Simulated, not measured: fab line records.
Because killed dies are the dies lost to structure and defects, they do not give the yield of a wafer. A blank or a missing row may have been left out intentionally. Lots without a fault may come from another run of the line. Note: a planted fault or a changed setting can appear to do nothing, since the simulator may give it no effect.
fab line records    flow nandHarc
[record] lots = 4  wafers = 12  lastDay = 32
route steps=1302 shown A_CHANNEL_HOLE_D1@450 END@1301
lots untouched by any fault: they come from a run of this same line in which no faults occurred
startH: hours from the record's opening day to when the first of the lot's shown wafers began    waitH: time in hours since the lot's previous step    " identical to the entry in the row above    L1.1+2: several wafers, shown together as one row    - no value present, or no start provided    * or withheld: withheld    < > ~ a bound
route shown NAME@n: NAME is a module with steps in the file, n the number in the route of the first one    usual: the fault-free wafers' mean and standard deviation    same: alike in all rows    chamber/n: place in a boat    sites: the reading at each site    _std_site: the standard deviation of these    _edge_site: inner sites' mean taken away from outer sites' mean    radiusMm: for every site, how far away it sits from the centre of the wafer    mask NAME#n: copy n    behind: tool/chamber where the wafer was last shaped    hold: reason for holding the lot/hours on hold/outcome of the hold    device: the n, p or np transistor that did not switch    end of line: tests run on the same wafers once the route is complete    for a step that has no rows: nothing shown but its recipe    killed: count of dies lost to structure and defects at first sort (not the wafer's yield)    map: a wafer's dies, x killed, . not, _ none there
set.NAME: the run value of the setting; set.NAME@STEP: its run value at that earlier step    model.NAME: the simulator's own value behind a step, which no gauge read
lots at some steps of the route; a table a step, a row a wafer
services: the hour from which a tool's chamber was out of use, counted from the record's first day as startH (under 0 if before that day), plus the number of hours and why
[[steps]]
[step NHARC_A_CHANNEL_HOLE_D1_DEP_00]
[recipe] targetThkA = 31000  tempC = 400  material = aC
[step NHARC_A_CHANNEL_HOLE_D1_DEP_01]
[recipe] targetThkA = 1400  targetThkNm = 140  tempC = 400  pressureTorr = 3.5  flowSccm = 200  rfW = 350  material = SiON
[step NHARC_A_CHANNEL_HOLE_D1_DEHYDRATE_02]
[recipe] tempC = 150  timeS = 120
[step NHARC_A_CHANNEL_HOLE_D1_HMDS_03]
[recipe] timeS = 30
[step NHARC_A_CHANNEL_HOLE_D1_COAT_36]
[recipe] tempC = 260  timeS = 75
[step NHARC_A_CHANNEL_HOLE_D1_COAT_37]
[recipe] tempC = 225  timeS = 65
[step NHARC_A_CHANNEL_HOLE_D1_COAT_04]
[recipe] spinRpm = 1500  resistThkNm = 90
[step NHARC_A_CHANNEL_HOLE_D1_SOFTBAKE_05]
[recipe] tempC = 105  timeS = 55
[step NHARC_A_CHANNEL_HOLE_D1_EBR_06]
[step NHARC_A_CHANNEL_HOLE_D1_EXPOSE_07]
[recipe] na = 1.35  targetCdNm = 100  sigmaOuter = 0.3  doseMj = 59.65  maskId = HOLE_D1
[usual] exposureDoseMJCm2 = 59.64/0.059  stageVelMmS = 499.97/0.22
lot.wafer  tool            chamber  startH  waitH  mask       exposureDoseMJCm2  stageVelMmS
L367.2     arfiScanner-02  0        232.43  -      HOLE_D1#0  59.70              500.49
L367.3     "               0        "       "      HOLE_D1#0  59.59              500.28
L367.4     "               0        "       "      HOLE_D1#0  59.60              500.08
L374.1     arfiScanner-02  0        304.05  -      HOLE_D1#0  49.94              500.15
L374.2     "               0        "       "      HOLE_D1#0  49.94              500.23
L374.6     "               0        "       "      HOLE_D1#0  49.86              500.00
L376.3     arfiScanner-02  0        325.82  -      HOLE_D1#0  51.84              499.85
L376.5     "               0        "       "      HOLE_D1#0  51.87              500.12
L376.6     "               0        "       "      HOLE_D1#0  51.83              500.02
L381.3     arfiScanner-01  0        384.40  -      HOLE_D1#0  59.62              499.99
L381.5     "               0        "       "      HOLE_D1#0  59.70              500.08
L381.6     "               0        "       "      HOLE_D1#0  59.64              499.96
[step NHARC_A_CHANNEL_HOLE_D1_PEB_08]
[recipe] pebTempC = 100  pebTimeS = 65
[step NHARC_A_CHANNEL_HOLE_D1_DEVELOP_09]
[recipe] developTimeS = 35  devTempC = 23
[step NHARC_A_CHANNEL_HOLE_D1_CD_MEAS_10]
[recipe] targetCdNm = 100  landingEnergyEv = 500
[usual] cdNm = 99.7/0.56
lot.wafer  tool      chamber  startH  waitH  cdNm
L367.2     cdSem-03  0        232.57  -      100.4
L367.3     "         0        "       "      99.7
L367.4     "         0        "       "      99.7
L374.1     cdSem-02  0        304.19  -      91.2
L374.2     "         0        "       "      92.3
L374.6     "         0        "       "      92.1
L376.3     cdSem-03  0        325.95  -      93.8
L376.5     "         0        "       "      93.4
L376.6     "         0        "       "      92.9
L381.3     cdSem-03  0        384.54  -      99.7
L381.5     "         0        "       "      99.3
L381.6     "         0        "       "      98.7
[step NHARC_A_CHANNEL_HOLE_D1_DESCUM_15]
[recipe] timeS = 3  o2FlowSccm = 200  arFlowSccm = 0  biasPowerW = 0  chemistry = O2
[usual] drypumpMotorCurrentA = 5.6/0.39  mfcArSccm = 0.012/0.01  oesProductAu = 0.998/0.01  rfVppV = 57.6/0.92  showerheadPlenumPTorr = 1.90/0.087  throttleValvePct = 11.310/0.0091
lot.wafer  tool        chamber  startH  waitH  drypumpMotorCurrentA  mfcArSccm  oesProductAu  rfHoursCounterH  rfVppV  showerheadPlenumPTorr  throttleValvePct  model.A_CHANNEL_HOLE_D1.cdNm
L367.2     rieDiel-09  2        232.76  0.1    5.7                   0.016      0.998         6                58.4    2.02                   11.323            99.91
L367.3     "           3        "       "      5.5                   0.015      0.996         7                57.0    1.78                   11.316            100.2
L367.4     "           0        "       "      6.3                   0          0.976         8                57.4    1.93                   11.302            99.99
L374.1     rieDiel-08  2        304.37  0.1    5.4                   0.001      1.023         42               56.5    1.91                   11.303            92.09
L374.2     "           3        "       "      5.5                   0          1.002         33               56.5    1.81                   11.290            91.54
L374.6     "           2        "       "      5.4                   0.001      1.005         -                57.6    1.91                   11.334            92.53
L376.3     rieDiel-08  1        326.62  0.5    5.7                   0          1.001         55               57.3    1.95                   11.303            94.24
L376.5     "           3        "       "      5.5                   0          0.988         -                56.3    1.81                   11.307            93.44
L376.6     "           0        "       "      5.2                   0.009      1.012         -                58.1    1.92                   11.300            93.51
L381.3     rieDiel-09  2        384.73  0.1    5.7                   0.016      0.998         4                57.3    2.02                   11.297            99.75
L381.5     "           1        "       "      5.2                   0.030      0.984         -                58.0    1.80                   11.312            99.08
L381.6     "           2        "       "      5.7                   0.016      1.011         -                58.5    2.02                   11.304            98.45
[step NHARC_A_CHANNEL_HOLE_D1_ETCH_38]
[recipe] targetDepthA = 390  overEtchFrac = 0.3  timeS = 65  ionEnergyEv = 80  cf4FlowSccm = 150  arFlowSccm = 0  rfW = 300  biasW = 100  chemistry = CF4
[step NHARC_A_CHANNEL_HOLE_D1_ETCH_39]
[recipe] targetDepthA = 2600  overEtchFrac = 0.3  timeS = 325  ionEnergyEv = 200  n2FlowSccm = 150  h2FlowSccm = 150  arFlowSccm = 0  rfW = 400  biasW = 150  chemistry = N2/H2
[step NHARC_A_CHANNEL_HOLE_D1_ETCH_34]
[recipe] targetDepthA = 1540  timeS = 77  cf4FlowSccm = 100  chf3FlowSccm = 30  arFlowSccm = 0  rfW = 500  biasW = 200  chemistry = CF4/CHF3
[step NHARC_A_CHANNEL_HOLE_D1_ETCH_16]
[recipe] targetDepthA = 31000  overEtchFrac = 0.3  timeS = 806  ionEnergyEv = 150  o2FlowSccm = 400  cosFlowSccm = 20  arFlowSccm = 0  rfW = 500  biasW = 300  chemistry = O2/COS
[step NHARC_A_CHANNEL_HOLE_D1_CD_MEAS_18]
[usual] cdNm = 99.4/2.5
lot.wafer  tool      chamber  startH  waitH  cdNm
L367.2     cdSem-03  -        234.31  -      100.7
L367.3     "         -        "       "      102.3
L367.4     "         -        "       "      99.7
L374.1     cdSem-01  -        305.48  -      88.4
L374.2     "         -        "       "      89.1
L374.6     "         -        "       "      91.2
L376.3     cdSem-01  -        328.76  -      94.2
L376.5     "         -        "       "      93.1
L376.6     "         -        "       "      92.4
L381.3     cdSem-02  -        385.83  -      99.7
L381.5     "         -        "       "      96.1
L381.6     "         -        "       "      101.1
[step NHARC_A_CHANNEL_HOLE_D1_ETCH_19]
[recipe] biasV = 1200  sourceW = 2500  pressureMtorr = 15  timeS = 34.5  arFlowSccm = 375  c4f8FlowSccm = 28.8  o2FlowSccm = 96.2  tempC = -20  targetDepthA = *  chemistry = C4F8/O2/Ar
[step NHARC_A_CHANNEL_HOLE_D1_ETCH_20]
[recipe] biasV = 3000  sourceW = withheld  pressureMtorr = 20  timeS = 361.9  arFlowSccm = 375  c4f8FlowSccm = 89.3  o2FlowSccm = 35.7  tempC = -20  targetDepthA = 16000  chemistry = C4F8/O2/Ar
[step NHARC_A_CHANNEL_HOLE_D1_ETCH_21]
[recipe] biasV = 3000  sourceW = withheld  pressureMtorr = 20  timeS = 514.3  arFlowSccm = 375  c4f8FlowSccm = 89.3  o2FlowSccm = 35.7  tempC = -20  targetDepthA = 16000  chemistry = C4F8/O2/Ar
[step NHARC_A_CHANNEL_HOLE_D1_ETCH_22]
[recipe] biasV = 3000  sourceW = withheld  pressureMtorr = 20  timeS = 666.7  arFlowSccm = 375  c4f8FlowSccm = 89.3  o2FlowSccm = 35.7  tempC = -20  targetDepthA = 16000  chemistry = C4F8/O2/Ar
[step NHARC_A_CHANNEL_HOLE_D1_ETCH_23]
[recipe] biasV = 5000  sourceW = withheld  pressureMtorr = 20  timeS = 819  arFlowSccm = 375  c4f8FlowSccm = 89.3  o2FlowSccm = 35.7  tempC = -20  targetDepthA = 16000  chemistry = C4F8/O2/Ar
[step NHARC_A_CHANNEL_HOLE_D1_ETCH_24]
[recipe] biasV = 5000  sourceW = withheld  pressureMtorr = 20  timeS = 906.2  arFlowSccm = 375  c4f8FlowSccm = 93.8  o2FlowSccm = 31.2  tempC = -20  targetDepthA = 15000  chemistry = C4F8/O2/Ar
[step NHARC_A_CHANNEL_HOLE_D1_ETCH_25]
[recipe] biasV = 5000  sourceW = withheld  pressureMtorr = 20  timeS = 1040.2  arFlowSccm = 375  c4f8FlowSccm = 93.8  o2FlowSccm = 31.2  tempC = -20  targetDepthA = 15000  chemistry = C4F8/O2/Ar
[step NHARC_A_CHANNEL_HOLE_D1_ETCH_26]
[recipe] biasV = 300  sourceW = 2000  pressureMtorr = 30  timeS = 224.1  arFlowSccm = 375  c4f8FlowSccm = 11.4  o2FlowSccm = 113.6  tempC = -20  targetDepthA = 3000  chemistry = C4F8/O2/Ar
[step NHARC_A_CHANNEL_HOLE_D1_ETCH_33]
[recipe] biasV = 400  sourceW = 2000  pressureMtorr = 25  timeS = 90  arFlowSccm = 375  c4f8FlowSccm = 41.7  o2FlowSccm = 83.3  tempC = -20  targetDepthA = 4000  chemistry = C4F8/O2/Ar
[step NHARC_A_CHANNEL_HOLE_D1_STRIP_41]
[recipe] n2FlowSccm = 150  h2FlowSccm = 150  arFlowSccm = 0  biasW = 0  chemistry = N2/H2
[step NHARC_A_CHANNEL_HOLE_D1_STRIP_42]
[recipe] cf4FlowSccm = 100  chf3FlowSccm = 30  arFlowSccm = 0  biasW = 0  chemistry = CF4/CHF3
[step NHARC_A_CHANNEL_HOLE_D1_STRIP_43]
[recipe] o2FlowSccm = 400  cosFlowSccm = 20  arFlowSccm = 0  biasW = 0  chemistry = O2/COS
[step NHARC_A_CHANNEL_HOLE_D1_ETCH_44]
[recipe] targetDepthA = 1400  overetchA = 140  timeS = 77  ionEnergyEv = 100  cf4FlowSccm = 80  o2FlowSccm = 20  arFlowSccm = 0  rfW = 300  biasW = 100  chemistry = CF4/O2
[usual] drypumpMotorCurrentA = 5.6/0.4  mfcArSccm = 0.013/0.01  oesProductAu = 0.997/0.0097  rfVppV = 197.7/1.5  showerheadPlenumPTorr = 1.33/0.064  throttleValvePct = 13.397/0.0086
lot.wafer  tool        chamber  startH  waitH  drypumpMotorCurrentA  mfcArSccm  oesProductAu  rfHoursCounterH  rfVppV  showerheadPlenumPTorr  throttleValvePct  model.A_CHANNEL_HOLE_D1.cdNm
L367.4     rieDiel-07  0        240.51  0.1    6.2                   0.005      1.000         35               200.6   1.42                   13.398            92.29
L367.3     "           1        "       "      5.0                   0.021      0.991         36               198.1   1.38                   13.398            90.8
L367.2     "           3        "       "      5.2                   0.016      1.001         32               197.3   1.33                   13.387            92.05
L374.1     rieDiel-09  0        310.27  0.1    6.3                   0          0.980         15               198.0   1.34                   13.402            80.14
L374.2     "           1        "       "      5.2                   0.030      0.994         16               195.4   1.26                   13.388            81.31
L374.6     "           0        "       "      6.3                   0          0.983         -                198.5   1.34                   13.394            81.78
L376.3     rieDiel-08  2        334.33  0.1    5.4                   0.001      1.013         56               198.4   1.33                   13.399            81.79
L376.6     "           1        "       "      5.7                   0          1.014         -                197.6   1.36                   13.406            82.97
L376.5     "           3        "       "      5.5                   0          1.001         -                197.0   1.26                   13.403            82.82
L381.3     rieDiel-09  1        398.76  0.1    5.2                   0.030      0.978         5                196.0   1.26                   13.400            88.51
L381.5     "           3        "       "      5.5                   0.015      0.992         -                194.6   1.24                   13.392            88.56
L381.6     "           0        "       "      6.3                   0          0.989         -                198.6   1.34                   13.411            88.35
[step NHARC_A_CHANNEL_HOLE_D1_STRIP_27]
[recipe] o2FlowSccm = 500  arFlowSccm = 0  biasW = 0  chemistry = O2
[step NHARC_A_CHANNEL_HOLE_D1_PRECLEAN_28]
[recipe] timeS = *  tempC = 50  bathAgeMin = 0  chemistry = SC1
[step NHARC_A_CHANNEL_HOLE_D1_SRD_29]
[step NHARC_A_CHANNEL_HOLE_D1_CD_MEAS_30]
[usual] cdNm = 89.4/1.2
lot.wafer  tool      chamber  startH  waitH  cdNm
L367.2     cdSem-03  -        241.30  -      92.5
L367.3     "         -        "       "      91.1
L367.4     "         -        "       "      93.0
L374.1     cdSem-01  -        311.05  -      80.2
L374.2     "         -        "       "      81.5
L374.6     "         -        "       "      81.7
L376.3     cdSem-03  -        335.24  -      82.1
L376.5     "         -        "       "      83.2
L376.6     "         -        "       "      82.9
L381.3     cdSem-03  -        399.54  -      89.0
L381.5     "         -        "       "      87.6
L381.6     "         -        "       "      88.8
[step NHARC_A_CHANNEL_HOLE_D1_XSEM_31]
[recipe] landingEnergyEv = 35000
[usual] botCdNm = 73.9/1.3  bowNm = 8.73/0.25  tiltDeg = 0.08/0.038
lot.wafer  tool     chamber  startH  waitH  botCdNm  bowNm  tiltDeg
L367.2     xsem-01  0        241.39  0.1    76.2     8.68   0.05
L367.3     "        0        "       "      76.2     8.48   0.05
L367.4     "        0        "       "      77.2     8.58   0.04
L374.1     xsem-02  0        311.14  0.1    65.0     8.68   0.10
L374.2     "        0        "       "      65.5     8.67   0.10
L374.6     "        0        "       "      66.1     8.72   0.10
L376.3     xsem-02  0        335.33  0.1    66.8     8.72   0.09
L376.5     "        0        "       "      67.9     8.82   0.09
L376.6     "        0        "       "      67.3     8.75   0.09
L381.3     xsem-01  0        399.63  0.1    73.4     8.37   0.07
L381.5     "        0        "       "      72.6     8.43   0.07
L381.6     "        0        "       "      73.2     8.42   0.07
[step NHARC_END_WLT_00]
[usual] VT_DECK1_BOTTOM = 0.872/0.0059  VT_DECK1_BOTTOM_INNER = 0.872/0.0064  VT_DECK1_MEDIAN_NEAR_BOTTOM = 0.874/0.0068  VT_DECK1_MEDIAN_NEAR_BOTTOM_INNER = 0.873/0.0068  VT_DECK1_MIDDLE = 0.886/0.0065  VT_DECK1_MIDDLE_INNER = 0.886/0.0069  VT_DECK1_TOP = 0.898/0.0067  VT_DECK1_TOP_INNER = 0.898/0.0072  VT_DECK2_BOTTOM = 0.875/0.0085  VT_DECK2_BOTTOM_INNER = 0.875/0.0082  VT_DECK2_MEDIAN_NEAR_BOTTOM = 0.875/0.0085  VT_DECK2_MEDIAN_NEAR_BOTTOM_INNER = 0.876/0.0083  VT_DECK2_MIDDLE = 0.888/0.0067  VT_DECK2_MIDDLE_INNER = 0.888/0.0076  VT_DECK2_TOP = 0.900/0.007  VT_DECK2_TOP_INNER = 0.900/0.0073
lot.wafer  tool       chamber  startH  waitH  VT_DECK1_BOTTOM  VT_DECK1_BOTTOM_INNER  VT_DECK1_MEDIAN_NEAR_BOTTOM  VT_DECK1_MEDIAN_NEAR_BOTTOM_INNER  VT_DECK1_MIDDLE  VT_DECK1_MIDDLE_INNER  VT_DECK1_TOP  VT_DECK1_TOP_INNER  VT_DECK2_BOTTOM  VT_DECK2_BOTTOM_INNER  VT_DECK2_MEDIAN_NEAR_BOTTOM  VT_DECK2_MEDIAN_NEAR_BOTTOM_INNER  VT_DECK2_MIDDLE  VT_DECK2_MIDDLE_INNER  VT_DECK2_TOP  VT_DECK2_TOP_INNER
L367.2     prober-02  -        602.47  0.6    0.875            0.878                  0.882                        0.879                              0.891            0.890                  0.895         0.891               0.878            0.876                  0.880                        0.877                              0.882            0.875                  0.889         0.897
L367.3     "          -        "       "      0.870            0.870                  0.872                        0.881                              0.884            0.885                  0.892         0.894               0.876            0.865                  0.868                        0.877                              0.891            0.880                  0.895         0.898
L367.4     "          -        "       "      0.873            0.875                  0.870                        0.879                              0.878            0.885                  0.894         0.887               0.871            0.875                  0.875                        0.888                              0.885            0.880                  0.903         0.895
L374.1     prober-02  -        684.53  0.1    0.848            0.831                  0.838                        0.847                              0.855            0.853                  0.872         0.875               0.879            0.879                  0.875                        0.882                              0.889            0.887                  0.905         0.900
L374.2     "          -        "       "      0.846            0.842                  0.848                        0.846                              0.860            0.861                  0.875         0.881               0.863            0.874                  0.868                        0.877                              0.880            0.886                  0.898         0.894
L374.6     "          -        687.03  2.6    0.843            0.837                  0.849                        0.841                              0.863            0.867                  0.879         0.873               0.872            0.872                  0.870                        0.876                              0.882            0.885                  0.887         0.893
L376.3     prober-02  -        698.69  1.1    0.855            0.849                  0.849                        0.857                              0.875            0.867                  0.884         0.887               0.870            0.866                  0.870                        0.874                              0.882            0.887                  0.893         0.895
L376.5     "          -        699.69  2.1    0.849            0.859                  0.851                        0.849                              0.863            0.876                  0.890         0.884               0.874            0.874                  0.879                        0.873                              0.888            0.882                  0.896         0.896
L376.6     "          -        "       "      0.852            0.849                  0.851                        0.855                              0.873            0.865                  0.881         0.886               0.869            0.876                  0.880                        0.878                              0.891            0.884                  0.900         0.896
L381.3     prober-02  -        766.44  1.1    0.872            0.872                  0.879                        0.871                              0.889            0.893                  0.908         0.911               0.865            0.867                  0.863                        0.870                              0.889            0.879                  0.899         0.896
L381.5     "          -        767.44  2.1    0.874            0.869                  0.874                        0.875                              0.890            0.884                  0.908         0.903               0.861            0.878                  0.868                        0.873                              0.884            0.887                  0.899         0.890
L381.6     "          -        "       "      0.876            0.879                  0.874                        0.878                              0.891            0.881                  0.892         0.898               0.868            0.875                  0.870                        0.868                              0.880            0.881                  0.890         0.890
[step NHARC_END_SORT_01]
[recipe] tempC = 25
[usual] killedAtArray = 58/20  killedAtOther = 1.0/1.2  killedAtPeriphery = 4.1/3  killedDies = 63/20  killedOpen = 3.2/1.7  killedShort = 2.5/1.5
[same] grossDies = 677
lot.wafer  tool       chamber  startH  waitH  killedAtArray  killedAtOther  killedAtPeriphery  killedDies  killedOpen  killedShort
L374.2     prober-02  0        688.34  2.8    23             0              5                  28          4           2
L374.6     prober-02  0        691.57  4.0    28             3              13                 44          2           4
L376.5     prober-02  0        703.97  3.8    68             0              11                 79          3           4
L376.6     prober-02  0        704.79  4.1    60             0              5                  65          2           2
// killed by level:class
L374.2 A_STAIRCASE:chamberFilmFlake=5 A_CHANNEL_HOLE_D1:chamberFilmFlake=4 P_GATE:chamberFilmFlake=3 A_SLIT:chamberFilmFlake=3 A_CHANNEL_HOLE_D1:areaExpose=3 P_CONTACT:chamberFilmFlake=2 A_CHANNEL_FILL_D1:chamberFilmFlake=2 A_ONON_D1:geometricParticle:short=1
L374.6 A_STAIRCASE:chamberFilmFlake=7 A_CHANNEL_HOLE_D1:chamberFilmFlake=6 P_GATE:chamberFilmFlake=4 P_CONTACT:chamberFilmFlake=4 P_BONDPAD:chamberFilmFlake=3 A_CHANNEL_FILL_D1:chamberFilmFlake=3 THIN_TSV:chamberFilmFlake=3 A_CHANNEL_HOLE_D1:areaExpose=3
L376.5 A_CHANNEL_HOLE_D1:chamberFilmFlake=25 A_CHANNEL_HOLE_D2:chamberFilmFlake=25 P_M2:chamberFilmFlake=7 A_CONTACT:chamberFilmFlake=7 A_SLIT:chamberFilmFlake=3 A_CHANNEL_FILL_D2:chamberFilmFlake=2 P_STI:geometricParticle:short=1 P_M0:geometricParticle:short=1
L376.6 A_CHANNEL_HOLE_D2:chamberFilmFlake=23 A_CHANNEL_HOLE_D1:chamberFilmFlake=20 A_CONTACT:chamberFilmFlake=9 A_CHANNEL_FILL_D1:chamberFilmFlake=3 P_M2:chamberFilmFlake=2 P_M1:geometricParticle:short=1 A_DECK1_JOINT:geometricParticle:open=1 A_ONON_D2:geometricParticle:open=1
[[services]]
tool            chamber  startH  hours  kind
arfiScanner-02  -        209.37  0.8    repair
rieDiel-09      2        218.79  4.5    repair
rieDiel-09      0        225.60  -      clean
rieDiel-09      1        225.60  -      clean
rieDiel-09      2        225.60  -      clean
rieDiel-09      3        225.60  -      clean
rieDiel-09      0        239.80  1.7    repair
arfiScanner-02  -        245.59  1.2    repair
rieDiel-09      0        250.10  -      clean
rieDiel-09      1        250.10  -      clean
rieDiel-09      2        250.10  -      clean
rieDiel-09      3        250.10  -      clean
arfiScanner-01  -        252.02  4.0    pm
rieDiel-08      1        263.87  1.9    repair
rieDiel-07      -        294.28  9.0    pm
arfiScanner-02  -        312.00  4.0    pm
rieDiel-09      -        320.10  9.0    pm
rieDiel-08      0        334.03  2.0    repair
arfiScanner-02  -        334.69  20.9   repair
rieDiel-08      2        353.29  3.9    repair
rieDiel-08      -        371.10  9.0    pm
xsem-01         -        374.00  14.0   pm
rieDiel-08      2        393.50  11.2   repair
rieDiel-08      0        393.82  3.0    repair
[[key]]
[firstSign] step = NHARC_A_CHANNEL_HOLE_D1_EXPOSE_07  reading = exposureDoseMJCm2  direction = down  sigmas = 99+  usual = 59.64  struck = 50.88
[effect] step = NHARC_A_CHANNEL_HOLE_D1_CD_MEAS_10  reading = cdNm  direction = down  sigmas = 13  usual = 99.7  struck = 92.6  through = controlLoop
[effect] step = NHARC_A_CHANNEL_HOLE_D1_CD_MEAS_18  reading = cdNm  direction = down  sigmas = 3.3  usual = 99.4  struck = 91.4  through = controlLoop
[effect] step = NHARC_A_CHANNEL_HOLE_D1_CD_MEAS_30  reading = cdNm  direction = down  sigmas = 6.3  usual = 89.4  struck = 81.9  through = controlLoop
[effect] step = NHARC_A_CHANNEL_HOLE_D1_XSEM_31  reading = botCdNm  direction = down  sigmas = 5.9  usual = 73.9  struck = 66.4  through = controlLoop
[effect] step = NHARC_END_WLT_00  reading = VT_DECK1_BOTTOM_INNER  direction = down  sigmas = 4.2  usual = 0.872  struck = 0.845
[modelEffect] step = NHARC_A_CHANNEL_HOLE_D1_DESCUM_15  value = A_CHANNEL_HOLE_D1.cdNm  without = 100.5  struck = 92.89
[modelEffect] step = NHARC_A_CHANNEL_HOLE_D1_ETCH_44  value = A_CHANNEL_HOLE_D1.cdNm  without = 89.41  struck = 81.8
metAt NHARC_A_CHANNEL_HOLE_D1_EXPOSE_07
struckWafers L374.1,L374.2,L374.6,L376.3,L376.5,L376.6
testerLeftOut L374,L376
[loopTrim] step = NHARC_A_CHANNEL_HOLE_D1_EXPOSE_07  setting = dose  lots = L376
onsetBetween 232.43 304.05
[fault] kind = processParameterDrift  tool = arfiScanner-02  chamber = -  onsetH = 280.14  steps = NHARC_A_CHANNEL_HOLE_D1_EXPOSE_07  channel = doseMj  offset = -9.7179  shape = step  actsIn = theseRecipesOnly  stated = 59.65
// testerLeftOut: of these lots the tester's yield and bins aren't shown, on N5 and GAA mostly nor the transistor test; their killed dies are dies lost to structure and defects alone, not to doping, threshold or leakage, so they don't give the yield
// loopTrim: a control loop set the setting to another value than it would have without faults
